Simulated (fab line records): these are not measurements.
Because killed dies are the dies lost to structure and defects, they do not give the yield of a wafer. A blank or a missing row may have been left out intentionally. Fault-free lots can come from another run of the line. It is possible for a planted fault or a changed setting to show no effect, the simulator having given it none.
Comparing a struck lot with a sound one -- flow nand harc -- 15 steps out of a route of 1302
Sound: the wafers L859.1, L859.3, L859.4. Struck: wafers L870.5, L870.6. (L870.1 of the same lot was not struck and is left out.) The cause comes at the end.
Per side, at each step with rows, come the tool, then ch with its chambers, and then its first start. Under that, the readings that differ: sound wafers -- struck wafers -- difference of the means -- sigmas: that difference in standard deviations of wafers without a fault.
alike: same words and numbers on both sides, and readings whose means sit less than 2 such deviations apart. not compared: any withheld reading, any reading some wafer has no value for, any bound like >300 that may hide the same value, and any number with overlapping values for which the record gives no deviation.
The two part at a step that has a row with sigmas, a row that says differs or no value, or rows on one side only. Numbers that don't overlap but have no deviation are shown without sigmas and don't part them. Lack of a reading on every wafer of one side parts them only where that side has two or more wafers.

first, 1 step without rows for these wafers: NHARC_A_ONON_D1_DEP_06 (target thk 1000 nm).
NHARC_A_ONON_D1_THK_MEAS_08: measures by ellipsometry.
  sound: film metro-01 at day 11 09:39; struck: film metro-01 at day 15 23:25
  alike: thk nm
following that, 1 step holds no rows for these wafers, namely NHARC_A_ONON_D1_DEP_09 (target thickness 1000 nm).
NHARC_A_ONON_D1_THK_MEAS_11: measures by ellipsometry.
  sound: film metro-02 at day 11 10:13; struck: film metro-01 at day 15 23:59
  alike: thk nm
following that, 1 step holds no rows for these wafers, namely NHARC_A_ONON_D1_DEP_12 (target thickness 1000 nm).
NHARC_A_ONON_D1_THK_MEAS_14: measures by ellipsometry.
  sound: film metro-02 at day 11 10:47; struck: film metro-02 at day 16 00:33
  alike: thk nm
then, 2 steps without rows for these wafers: NHARC_A_ONON_D1_ANNEAL_15 (time 3600 s); NHARC_A_ONON_D1_DEP_16 (target thk 1000 nm).
NHARC_A_ONON_D1_THK_MEAS_18: measures by ellipsometry.
  sound: film metro-02 at day 11 19:08; struck: film metro-02 at day 16 12:13
  alike: thk nm
following that, 1 step holds no rows for these wafers, namely NHARC_A_ONON_D1_DEP_19 (target thickness 1000 nm).
NHARC_A_ONON_D1_THK_MEAS_21: measures by ellipsometry.
  sound: film metro-02 at day 11 19:42; struck: film metro-01 at day 16 12:47
  alike: thk nm
NHARC_A_ONON_D1_DEP_22: target thk 1000 nm.
  sound on pecvd onon-01 ch 0, day 11 19:45; struck on pecvd onon-01 ch 0, day 16 12:50
  alike: n2o flow sccm
NHARC_A_ONON_D1_THK_MEAS_24: measures by ellipsometry.
  sound: film metro-01 at day 11 20:16; struck: film metro-02 at day 16 13:21
reading,sound,struck,difference,sigmas
thk nm (nm),1006 1005 1004,651 650,-354,-50
following that, 1 step holds no rows for these wafers, namely NHARC_A_ONON_D1_DEP_25 (target thickness 1000 nm).
-- break in the record here, with 17 days between the starts of the struck wafers on either side (left off in module A_ONON_D1, picked up again in module END, where the first step shown is number 1302 on the route) --
NHARC_END_SORT_01:
  here the record holds rows for the struck wafers (prober-01 ch 0, day 33 05:33) but none for the sound ones

WHERE THEY PART
Earliest at NHARC_A_ONON_D1_THK_MEAS_24; latest, in this record, at NHARC_END_SORT_01.

WHY: what had been put in by the simulator
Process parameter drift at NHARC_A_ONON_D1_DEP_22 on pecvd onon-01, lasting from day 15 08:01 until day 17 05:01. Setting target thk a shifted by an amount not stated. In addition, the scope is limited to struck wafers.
